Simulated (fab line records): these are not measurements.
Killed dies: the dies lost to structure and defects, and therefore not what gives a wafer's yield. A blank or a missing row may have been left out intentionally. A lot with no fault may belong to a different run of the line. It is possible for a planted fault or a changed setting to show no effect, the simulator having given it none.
Which tool did it? || flow n5-finfet || 24 lots, 72 wafers sampled, at 6 steps of a route of 1938

== WHAT THE GAUGES SHOWED, per wafer ==
N5_MIM_TOP_LITHO_OVL_MEAS_11. Usual: for MIM_TOP_OVL the level is 10 nm and the standard deviation is 5.
{"lot": "L075", "measured": "day 13 15:26", "on": "overlay-02", "MIM_TOP_OVL (nm)": "4 11 8", "flag": ""}
{"lot": "L074", "measured": "day 14 15:02", "on": "overlay-01", "MIM_TOP_OVL (nm)": "20 12 15", "flag": ""}
{"lot": "L076", "measured": "day 14 20:51", "on": "overlay-02", "MIM_TOP_OVL (nm)": "13 14 18", "flag": ""}
{"lot": "L077", "measured": "day 15 07:50", "on": "overlay-01", "MIM_TOP_OVL (nm)": "19 17 22", "flag": ""}
{"lot": "L078", "measured": "day 15 08:27", "on": "overlay-02", "MIM_TOP_OVL (nm)": "15 9 17", "flag": ""}
{"lot": "L083", "measured": "day 16 04:09", "on": "overlay-02", "MIM_TOP_OVL (nm)": "5 11 12", "flag": ""}
{"lot": "L079", "measured": "day 16 05:38", "on": "overlay-01", "MIM_TOP_OVL (nm)": "4 9 5", "flag": ""}
{"lot": "L081", "measured": "day 16 20:09", "on": "overlay-02", "MIM_TOP_OVL (nm)": "3 5 -1", "flag": ""}
{"lot": "L084", "measured": "day 17 07:22", "on": "overlay-02", "MIM_TOP_OVL (nm)": "18 17 14", "flag": ""}
{"lot": "L082", "measured": "day 17 08:28", "on": "overlay-02", "MIM_TOP_OVL (nm)": "9 6 3", "flag": ""}
{"lot": "L080", "measured": "day 17 15:53", "on": "overlay-01", "MIM_TOP_OVL (nm)": "6 10 15", "flag": ""}
{"lot": "L085", "measured": "day 17 16:52", "on": "overlay-02", "MIM_TOP_OVL (nm)": "7 15 2", "flag": ""}
{"lot": "L087", "measured": "day 17 19:58", "on": "overlay-02", "MIM_TOP_OVL (nm)": "18 10 11", "flag": ""}
{"lot": "L090", "measured": "day 18 10:36", "on": "overlay-02", "MIM_TOP_OVL (nm)": "5 9 9", "flag": ""}
{"lot": "L088", "measured": "day 18 10:47", "on": "overlay-01", "MIM_TOP_OVL (nm)": "10 15 13", "flag": ""}
{"lot": "L086", "measured": "day 18 14:23", "on": "overlay-01", "MIM_TOP_OVL (nm)": "12 14 10", "flag": ""}
{"lot": "L089", "measured": "day 18 14:31", "on": "overlay-02", "MIM_TOP_OVL (nm)": "13 16 6", "flag": ""}
{"lot": "L092", "measured": "day 18 16:19", "on": "overlay-02", "MIM_TOP_OVL (nm)": "3 2 2", "flag": ""}
{"lot": "L093", "measured": "day 18 16:40", "on": "overlay-01", "MIM_TOP_OVL (nm)": "13 15 13", "flag": ""}
{"lot": "L091", "measured": "day 19 01:04", "on": "overlay-02", "MIM_TOP_OVL (nm)": "8 14 12", "flag": ""}
{"lot": "L094", "measured": "day 19 08:46", "on": "overlay-01", "MIM_TOP_OVL (nm)": "12 14 7", "flag": ""}
{"lot": "L095", "measured": "day 19 21:22", "on": "overlay-01", "MIM_TOP_OVL (nm)": "8 6 7", "flag": ""}
{"lot": "L097", "measured": "day 19 21:28", "on": "overlay-01", "MIM_TOP_OVL (nm)": "11 8 15", "flag": ""}
{"lot": "L096", "measured": "day 20 16:13", "on": "overlay-01", "MIM_TOP_OVL (nm)": "10 16 12", "flag": ""}

N5_MIM_TOP_LITHO_INSPECT_12: inspects for defects (macro). Usual: raw-defect-count reads 2.2 (standard deviation 1.7).
{"lot": "L075", "measured": "day 13 15:28", "on": "defect-inspect-01", "raw-defect-count": "1 3 3", "flag": ""}
{"lot": "L074", "measured": "day 14 15:04", "on": "defect-inspect-02", "raw-defect-count": "2 3 5", "flag": ""}
{"lot": "L076", "measured": "day 14 20:52", "on": "defect-inspect-02", "raw-defect-count": "3 4 0", "flag": ""}
{"lot": "L077", "measured": "day 15 07:52", "on": "defect-inspect-01", "raw-defect-count": "2 2 0", "flag": ""}
{"lot": "L078", "measured": "day 15 08:29", "on": "defect-inspect-01", "raw-defect-count": "4 0 3", "flag": ""}
{"lot": "L083", "measured": "day 16 04:10", "on": "defect-inspect-01", "raw-defect-count": "5 3 3", "flag": ""}
{"lot": "L079", "measured": "day 16 05:40", "on": "defect-inspect-01", "raw-defect-count": "6 0 1", "flag": ""}
{"lot": "L081", "measured": "day 16 20:10", "on": "defect-inspect-02", "raw-defect-count": "0 1 5", "flag": ""}
{"lot": "L084", "measured": "day 17 07:24", "on": "defect-inspect-02", "raw-defect-count": "4 5 0", "flag": ""}
{"lot": "L082", "measured": "day 17 08:29", "on": "defect-inspect-02", "raw-defect-count": "3 1 2", "flag": ""}
{"lot": "L080", "measured": "day 17 15:55", "on": "defect-inspect-02", "raw-defect-count": "3 6 1", "flag": ""}
{"lot": "L085", "measured": "day 17 16:53", "on": "defect-inspect-01", "raw-defect-count": "2 2 1", "flag": ""}
{"lot": "L087", "measured": "day 17 19:59", "on": "defect-inspect-02", "raw-defect-count": "0 3 0", "flag": ""}
{"lot": "L090", "measured": "day 18 10:37", "on": "defect-inspect-02", "raw-defect-count": "3 4 4", "flag": ""}
{"lot": "L088", "measured": "day 18 10:49", "on": "defect-inspect-01", "raw-defect-count": "0 7 5", "flag": ""}
{"lot": "L086", "measured": "day 18 14:25", "on": "defect-inspect-02", "raw-defect-count": "2 2 0", "flag": ""}
{"lot": "L089", "measured": "day 18 14:32", "on": "defect-inspect-02", "raw-defect-count": "1 2 2", "flag": ""}
{"lot": "L092", "measured": "day 18 16:21", "on": "defect-inspect-02", "raw-defect-count": "0 0 3", "flag": ""}
{"lot": "L093", "measured": "day 18 16:41", "on": "defect-inspect-02", "raw-defect-count": "4 0 1", "flag": ""}
{"lot": "L091", "measured": "day 19 01:05", "on": "defect-inspect-02", "raw-defect-count": "1 0 0", "flag": ""}
{"lot": "L094", "measured": "day 19 08:47", "on": "defect-inspect-02", "raw-defect-count": "3 3 0", "flag": ""}
{"lot": "L095", "measured": "day 19 21:23", "on": "defect-inspect-01", "raw-defect-count": "3 0 6", "flag": ""}
{"lot": "L097", "measured": "day 19 21:30", "on": "defect-inspect-01", "raw-defect-count": "1 4 0", "flag": ""}
{"lot": "L096", "measured": "day 20 16:15", "on": "defect-inspect-02", "raw-defect-count": "3 1 3", "flag": ""}

N5_MIM_BOT_LITHO_CD_MEAS_08: the cd target is 3000 nm. Usual: cd-nm reads 3000.4 nm (standard deviation 1.5).
{"lot": "L075", "measured": "day 13 16:27", "on": "cd-sem-01", "cd-nm (nm)": "3004.2 3001.5 3003.1", "flag": ""}
{"lot": "L074", "measured": "day 14 15:52", "on": "cd-sem-03", "cd-nm (nm)": "3001.1 3000.8 3001.4", "flag": ""}
{"lot": "L076", "measured": "day 14 21:43", "on": "cd-sem-03", "cd-nm (nm)": "3001.4 2999.6 3000.5", "flag": ""}
{"lot": "L077", "measured": "day 15 08:33", "on": "cd-sem-01", "cd-nm (nm)": "2999.3 2999.2 2997.8", "flag": ""}
{"lot": "L078", "measured": "day 15 09:24", "on": "cd-sem-02", "cd-nm (nm)": "2998.4 3000.2 3000.1", "flag": ""}
{"lot": "L083", "measured": "day 16 05:00", "on": "cd-sem-03", "cd-nm (nm)": "3002.1 2999.6 3000.6", "flag": ""}
{"lot": "L079", "measured": "day 16 06:41", "on": "cd-sem-01", "cd-nm (nm)": "3001.1 3000.9 2999.9", "flag": ""}
{"lot": "L081", "measured": "day 16 21:13", "on": "cd-sem-02", "cd-nm (nm)": "3001.8 3001.7 3001.1", "flag": ""}
{"lot": "L084", "measured": "day 17 08:05", "on": "cd-sem-02", "cd-nm (nm)": "3001.5 3000.2 3003.4", "flag": ""}
{"lot": "L082", "measured": "day 17 09:10", "on": "cd-sem-02", "cd-nm (nm)": "2999.6 3001.2 3001.3", "flag": ""}
{"lot": "L080", "measured": "day 17 16:50", "on": "cd-sem-02", "cd-nm (nm)": "2999.5 2998.1 2998.8", "flag": ""}
{"lot": "L085", "measured": "day 17 17:43", "on": "cd-sem-01", "cd-nm (nm)": "2999.7 2999.3 3000.9", "flag": ""}
{"lot": "L087", "measured": "day 17 20:44", "on": "cd-sem-02", "cd-nm (nm)": "3000.2 2999.1 2999.4", "flag": ""}
{"lot": "L090", "measured": "day 18 11:26", "on": "cd-sem-01", "cd-nm (nm)": "3001.0 3002.6 3001.0", "flag": ""}
{"lot": "L088", "measured": "day 18 11:46", "on": "cd-sem-02", "cd-nm (nm)": "3000.4 3000.2 3001.1", "flag": ""}
{"lot": "L086", "measured": "day 18 15:16", "on": "cd-sem-01", "cd-nm (nm)": "3001.9 3000.3 3001.2", "flag": ""}
{"lot": "L089", "measured": "day 18 15:35", "on": "cd-sem-01", "cd-nm (nm)": "2998.2 2998.2 2999.6", "flag": ""}
{"lot": "L092", "measured": "day 18 17:10", "on": "cd-sem-02", "cd-nm (nm)": "3000.2 2998.0 2999.8", "flag": ""}
{"lot": "L093", "measured": "day 18 17:30", "on": "cd-sem-02", "cd-nm (nm)": "3000.3 2999.2 2998.3", "flag": ""}
{"lot": "L091", "measured": "day 19 01:46", "on": "cd-sem-03", "cd-nm (nm)": "3000.1 2999.4 2999.1", "flag": ""}
{"lot": "L094", "measured": "day 19 09:56", "on": "cd-sem-01", "cd-nm (nm)": "3001.6 3000.9 3002.9", "flag": ""}
{"lot": "L095", "measured": "day 19 22:08", "on": "cd-sem-03", "cd-nm (nm)": "2998.7 2999.7 3002.0", "flag": ""}
{"lot": "L097", "measured": "day 19 22:19", "on": "cd-sem-01", "cd-nm (nm)": "3000.7 2998.1 2998.7", "flag": ""}
{"lot": "L096", "measured": "day 20 16:57", "on": "cd-sem-03", "cd-nm (nm)": "3002.9 3000.3 3001.4", "flag": ""}

N5_MIM_BOT_LITHO_INSPECT_12: inspects for defects (macro). Usual: raw-defect-count reads 2.2 (standard deviation 1.4).
{"lot": "L075", "measured": "day 13 16:30", "on": "defect-inspect-01", "raw-defect-count": "3 3 2", "flag": ""}
{"lot": "L074", "measured": "day 14 15:55", "on": "defect-inspect-01", "raw-defect-count": "4 3 2", "flag": ""}
{"lot": "L076", "measured": "day 14 21:46", "on": "defect-inspect-01", "raw-defect-count": "1 3 1", "flag": ""}
{"lot": "L077", "measured": "day 15 08:37", "on": "defect-inspect-01", "raw-defect-count": "3 1 3", "flag": ""}
{"lot": "L078", "measured": "day 15 09:28", "on": "defect-inspect-02", "raw-defect-count": "5 2 3", "flag": ""}
{"lot": "L083", "measured": "day 16 05:03", "on": "defect-inspect-02", "raw-defect-count": "2 5 0", "flag": ""}
{"lot": "L079", "measured": "day 16 06:44", "on": "defect-inspect-02", "raw-defect-count": "2 3 0", "flag": ""}
{"lot": "L081", "measured": "day 16 21:16", "on": "defect-inspect-02", "raw-defect-count": "5 2 4", "flag": ""}
{"lot": "L084", "measured": "day 17 08:08", "on": "defect-inspect-01", "raw-defect-count": "2 4 4", "flag": ""}
{"lot": "L082", "measured": "day 17 09:14", "on": "defect-inspect-02", "raw-defect-count": "1 2 2", "flag": ""}
{"lot": "L080", "measured": "day 17 16:54", "on": "defect-inspect-02", "raw-defect-count": "4 2 2", "flag": ""}
{"lot": "L085", "measured": "day 17 17:47", "on": "defect-inspect-02", "raw-defect-count": "4 5 1", "flag": ""}
{"lot": "L087", "measured": "day 17 20:47", "on": "defect-inspect-01", "raw-defect-count": "3 5 4", "flag": ""}
{"lot": "L090", "measured": "day 18 11:29", "on": "defect-inspect-02", "raw-defect-count": "3 2 2", "flag": ""}
{"lot": "L088", "measured": "day 18 11:49", "on": "defect-inspect-01", "raw-defect-count": "2 1 5", "flag": ""}
{"lot": "L086", "measured": "day 18 15:19", "on": "defect-inspect-02", "raw-defect-count": "2 0 1", "flag": ""}
{"lot": "L089", "measured": "day 18 15:38", "on": "defect-inspect-01", "raw-defect-count": "1 3 5", "flag": ""}
{"lot": "L092", "measured": "day 18 17:13", "on": "defect-inspect-02", "raw-defect-count": "4 2 2", "flag": ""}
{"lot": "L093", "measured": "day 18 17:34", "on": "defect-inspect-02", "raw-defect-count": "2 0 1", "flag": ""}
{"lot": "L091", "measured": "day 19 01:49", "on": "defect-inspect-02", "raw-defect-count": "3 3 2", "flag": ""}
{"lot": "L094", "measured": "day 19 09:59", "on": "defect-inspect-02", "raw-defect-count": "2 6 1", "flag": ""}
{"lot": "L095", "measured": "day 19 22:11", "on": "defect-inspect-02", "raw-defect-count": "2 6 3", "flag": ""}
{"lot": "L097", "measured": "day 19 22:23", "on": "defect-inspect-02", "raw-defect-count": "0 2 0", "flag": ""}
{"lot": "L096", "measured": "day 20 17:01", "on": "defect-inspect-02", "raw-defect-count": "1 2 2", "flag": ""}

== EACH LOT AND THE TOOL THAT RAN IT (in order: tool; ch and the chambers of the sampled wafers; start) ==
{"lot": "L075", "N5_BEOL_M15_PRE_CLEAN_42": "pvd-sputter-03, day 13 08:18", "N5_MIM_TOP_ALD_00": "ald-hk-02 ch 0,1,3, day 13 11:36"}
{"lot": "L074", "N5_BEOL_M15_PRE_CLEAN_42": "pvd-sputter-03, day 14 09:10", "N5_MIM_TOP_ALD_00": "ald-hk-02 ch 0,2, day 14 13:56"}
{"lot": "L076", "N5_BEOL_M15_PRE_CLEAN_42": "pvd-sputter-03, day 14 13:58", "N5_MIM_TOP_ALD_00": "ald-hk-02 ch 0,2,3, day 14 19:24"}
{"lot": "L077", "N5_BEOL_M15_PRE_CLEAN_42": "pvd-sputter-03, day 15 02:17", "N5_MIM_TOP_ALD_00": "ald-hk-02 ch 0,1,3, day 15 06:25"}
{"lot": "L078", "N5_BEOL_M15_PRE_CLEAN_42": "pvd-sputter-03, day 15 02:49", "N5_MIM_TOP_ALD_00": "ald-hk-03 ch 0,3, day 15 07:06"}
{"lot": "L083", "N5_BEOL_M15_PRE_CLEAN_42": "pvd-sputter-02, day 15 19:17", "N5_MIM_TOP_ALD_00": "ald-hk-03 ch 0,2,3, day 15 22:45"}
{"lot": "L079", "N5_BEOL_M15_PRE_CLEAN_42": "pvd-sputter-02, day 15 23:37", "N5_MIM_TOP_ALD_00": "ald-hk-01 ch 0,2,3, day 16 04:33"}
{"lot": "L081", "N5_BEOL_M15_PRE_CLEAN_42": "pvd-sputter-02, day 16 13:28", "N5_MIM_TOP_ALD_00": "ald-hk-02 ch 0,1,2, day 16 16:29"}
{"lot": "L084", "N5_BEOL_M15_PRE_CLEAN_42": "pvd-sputter-02, day 17 01:56", "N5_MIM_TOP_ALD_00": "ald-hk-02 ch 0,2,3, day 17 04:34"}
{"lot": "L082", "N5_BEOL_M15_PRE_CLEAN_42": "pvd-sputter-03, day 17 01:56", "N5_MIM_TOP_ALD_00": "ald-hk-02 ch 1,2,3, day 17 07:04"}
{"lot": "L080", "N5_BEOL_M15_PRE_CLEAN_42": "pvd-sputter-01, day 17 09:37", "N5_MIM_TOP_ALD_00": "ald-hk-02 ch 0,3, day 17 13:19"}
{"lot": "L085", "N5_BEOL_M15_PRE_CLEAN_42": "pvd-sputter-02, day 17 11:03", "N5_MIM_TOP_ALD_00": "ald-hk-03 ch 2,3, day 17 15:20"}
{"lot": "L087", "N5_BEOL_M15_PRE_CLEAN_42": "pvd-sputter-01, day 17 14:04", "N5_MIM_TOP_ALD_00": "ald-hk-01 ch 2,3, day 17 16:46"}
{"lot": "L090", "N5_BEOL_M15_PRE_CLEAN_42": "pvd-sputter-02, day 18 03:31", "N5_MIM_TOP_ALD_00": "ald-hk-03 ch 2,3, day 18 06:52"}
{"lot": "L088", "N5_BEOL_M15_PRE_CLEAN_42": "pvd-sputter-03, day 18 03:37", "N5_MIM_TOP_ALD_00": "ald-hk-02 ch 0,1,3, day 18 07:24"}
{"lot": "L086", "N5_BEOL_M15_PRE_CLEAN_42": "pvd-sputter-01, day 18 05:58", "N5_MIM_TOP_ALD_00": "ald-hk-03 ch 0,1, day 18 10:22"}
{"lot": "L089", "N5_BEOL_M15_PRE_CLEAN_42": "pvd-sputter-01, day 18 06:58", "N5_MIM_TOP_ALD_00": "ald-hk-02 ch 1,3, day 18 10:31"}
{"lot": "L092", "N5_BEOL_M15_PRE_CLEAN_42": "pvd-sputter-01, day 18 10:38", "N5_MIM_TOP_ALD_00": "ald-hk-01 ch 0,1, day 18 15:07"}
{"lot": "L093", "N5_BEOL_M15_PRE_CLEAN_42": "pvd-sputter-02, day 18 10:50", "N5_MIM_TOP_ALD_00": "ald-hk-03 ch 0,1,2, day 18 15:11"}
{"lot": "L091", "N5_BEOL_M15_PRE_CLEAN_42": "pvd-sputter-02, day 18 20:52", "N5_MIM_TOP_ALD_00": "ald-hk-01 ch 0,2, day 19 00:02"}
{"lot": "L094", "N5_BEOL_M15_PRE_CLEAN_42": "pvd-sputter-03, day 19 03:08", "N5_MIM_TOP_ALD_00": "ald-hk-01 ch 0,1, day 19 07:26"}
{"lot": "L095", "N5_BEOL_M15_PRE_CLEAN_42": "pvd-sputter-01, day 19 15:19", "N5_MIM_TOP_ALD_00": "ald-hk-02 ch 0,1,3, day 19 20:14"}
{"lot": "L097", "N5_BEOL_M15_PRE_CLEAN_42": "pvd-sputter-02, day 19 17:02", "N5_MIM_TOP_ALD_00": "ald-hk-01 ch 0,1, day 19 20:34"}
{"lot": "L096", "N5_BEOL_M15_PRE_CLEAN_42": "pvd-sputter-03, day 20 10:05", "N5_MIM_TOP_ALD_00": "ald-hk-03 ch 0,1,2, day 20 14:38"}
- N5_BEOL_M15_PRE_CLEAN_42: time 30 s.
- N5_MIM_TOP_ALD_00: deposits Al2O3, purge time 3 s, co reactant pulse time 3 s.

== WHAT THE TOOLS THEMSELVES READ (means of the sampled wafers that have a number; where no wafer has one, the mark that the record gives instead) ==
N5_BEOL_M15_PRE_CLEAN_42. Usual: heater-power-w 459 W, standard deviation 63; susceptor-temp-C 299.99 C, standard deviation 0.19.
{"lot": "L075", "tool": "pvd-sputter-03", "heater-power-w (W)": 505, "susceptor-temp-C (C)": 300.01, "flag": ""}
{"lot": "L074", "tool": "pvd-sputter-03", "heater-power-w (W)": 481, "susceptor-temp-C (C)": 300.12, "flag": ""}
{"lot": "L076", "tool": "pvd-sputter-03", "heater-power-w (W)": 476, "susceptor-temp-C (C)": 299.81, "flag": ""}
{"lot": "L077", "tool": "pvd-sputter-03", "heater-power-w (W)": 513, "susceptor-temp-C (C)": 299.84, "flag": ""}
{"lot": "L078", "tool": "pvd-sputter-03", "heater-power-w (W)": 483, "susceptor-temp-C (C)": 300.09, "flag": ""}
{"lot": "L083", "tool": "pvd-sputter-02", "heater-power-w (W)": 435, "susceptor-temp-C (C)": 300.12, "flag": ""}
{"lot": "L079", "tool": "pvd-sputter-02", "heater-power-w (W)": 379, "susceptor-temp-C (C)": 300.08, "flag": ""}
{"lot": "L081", "tool": "pvd-sputter-02", "heater-power-w (W)": 406, "susceptor-temp-C (C)": 299.88, "flag": ""}
{"lot": "L084", "tool": "pvd-sputter-02", "heater-power-w (W)": 446, "susceptor-temp-C (C)": 300.01, "flag": ""}
{"lot": "L082", "tool": "pvd-sputter-03", "heater-power-w (W)": 490, "susceptor-temp-C (C)": 300.02, "flag": ""}
{"lot": "L080", "tool": "pvd-sputter-01", "heater-power-w (W)": 388, "susceptor-temp-C (C)": 300.02, "flag": ""}
{"lot": "L085", "tool": "pvd-sputter-02", "heater-power-w (W)": 406, "susceptor-temp-C (C)": 299.97, "flag": ""}
{"lot": "L087", "tool": "pvd-sputter-01", "heater-power-w (W)": 443, "susceptor-temp-C (C)": 300.01, "flag": ""}
{"lot": "L090", "tool": "pvd-sputter-02", "heater-power-w (W)": 470, "susceptor-temp-C (C)": 300.00, "flag": ""}
{"lot": "L088", "tool": "pvd-sputter-03", "heater-power-w (W)": 493, "susceptor-temp-C (C)": 300.06, "flag": ""}
{"lot": "L086", "tool": "pvd-sputter-01", "heater-power-w (W)": 409, "susceptor-temp-C (C)": 299.87, "flag": ""}
{"lot": "L089", "tool": "pvd-sputter-01", "heater-power-w (W)": 446, "susceptor-temp-C (C)": 299.92, "flag": ""}
{"lot": "L092", "tool": "pvd-sputter-01", "heater-power-w (W)": 444, "susceptor-temp-C (C)": 299.96, "flag": ""}
{"lot": "L093", "tool": "pvd-sputter-02", "heater-power-w (W)": 407, "susceptor-temp-C (C)": 299.95, "flag": ""}
{"lot": "L091", "tool": "pvd-sputter-02", "heater-power-w (W)": 464, "susceptor-temp-C (C)": 299.96, "flag": ""}
{"lot": "L094", "tool": "pvd-sputter-03", "heater-power-w (W)": 533, "susceptor-temp-C (C)": 300.35, "flag": ""}
{"lot": "L095", "tool": "pvd-sputter-01", "heater-power-w (W)": 448, "susceptor-temp-C (C)": 300.02, "flag": ""}
{"lot": "L097", "tool": "pvd-sputter-02", "heater-power-w (W)": 382, "susceptor-temp-C (C)": 299.95, "flag": ""}
{"lot": "L096", "tool": "pvd-sputter-03", "heater-power-w (W)": 508, "susceptor-temp-C (C)": 300.09, "flag": ""}

N5_MIM_TOP_ALD_00. Usual: precursor-pulse-height-rel reads 1.002 (standard deviation 0.019).
{"lot": "L075", "tool": "ald-hk-02", "precursor-pulse-height-rel": 1.001, "flag": ""}
{"lot": "L074", "tool": "ald-hk-02", "precursor-pulse-height-rel": 0.998, "flag": ""}
{"lot": "L076", "tool": "ald-hk-02", "precursor-pulse-height-rel": 1.008, "flag": ""}
{"lot": "L077", "tool": "ald-hk-02", "precursor-pulse-height-rel": 1.004, "flag": ""}
{"lot": "L078", "tool": "ald-hk-03", "precursor-pulse-height-rel": 1.012, "flag": ""}
{"lot": "L083", "tool": "ald-hk-03", "precursor-pulse-height-rel": 0.998, "flag": ""}
{"lot": "L079", "tool": "ald-hk-01", "precursor-pulse-height-rel": 1.021, "flag": ""}
{"lot": "L081", "tool": "ald-hk-02", "precursor-pulse-height-rel": 0.985, "flag": ""}
{"lot": "L084", "tool": "ald-hk-02", "precursor-pulse-height-rel": 1.006, "flag": ""}
{"lot": "L082", "tool": "ald-hk-02", "precursor-pulse-height-rel": 0.988, "flag": ""}
{"lot": "L080", "tool": "ald-hk-02", "precursor-pulse-height-rel": 1.009, "flag": ""}
{"lot": "L085", "tool": "ald-hk-03", "precursor-pulse-height-rel": 1.001, "flag": ""}
{"lot": "L087", "tool": "ald-hk-01", "precursor-pulse-height-rel": 1.007, "flag": ""}
{"lot": "L090", "tool": "ald-hk-03", "precursor-pulse-height-rel": 0.999, "flag": ""}
{"lot": "L088", "tool": "ald-hk-02", "precursor-pulse-height-rel": 1.004, "flag": ""}
{"lot": "L086", "tool": "ald-hk-03", "precursor-pulse-height-rel": 1.000, "flag": ""}
{"lot": "L089", "tool": "ald-hk-02", "precursor-pulse-height-rel": 0.993, "flag": ""}
{"lot": "L092", "tool": "ald-hk-01", "precursor-pulse-height-rel": 1.010, "flag": ""}
{"lot": "L093", "tool": "ald-hk-03", "precursor-pulse-height-rel": 1.000, "flag": ""}
{"lot": "L091", "tool": "ald-hk-01", "precursor-pulse-height-rel": 0.982, "flag": ""}
{"lot": "L094", "tool": "ald-hk-01", "precursor-pulse-height-rel": 1.010, "flag": ""}
{"lot": "L095", "tool": "ald-hk-02", "precursor-pulse-height-rel": 1.012, "flag": ""}
{"lot": "L097", "tool": "ald-hk-01", "precursor-pulse-height-rel": 1.005, "flag": ""}
{"lot": "L096", "tool": "ald-hk-03", "precursor-pulse-height-rel": 1.006, "flag": ""}

== THE ANSWER, worked out from the rows above alone ==
Rule: lot off if the mean of its wafers having a number is beyond 3 standard deviations from the usual mean. A lot without any number at a reading at which 4 lots or more have one is off too. The other lots that the step has rows for count as sound. The gauges are gone through in route order, then the tools' own readings, and for those a lot's mean is taken as printed above. At the first step where some lot is off, the reading lying furthest off is the one used; lots without a number count as furthest.
Across all readings shown, no lot is off: no conclusion can be drawn from this.

== WHAT THE SIMULATOR HAD INSERTED ==
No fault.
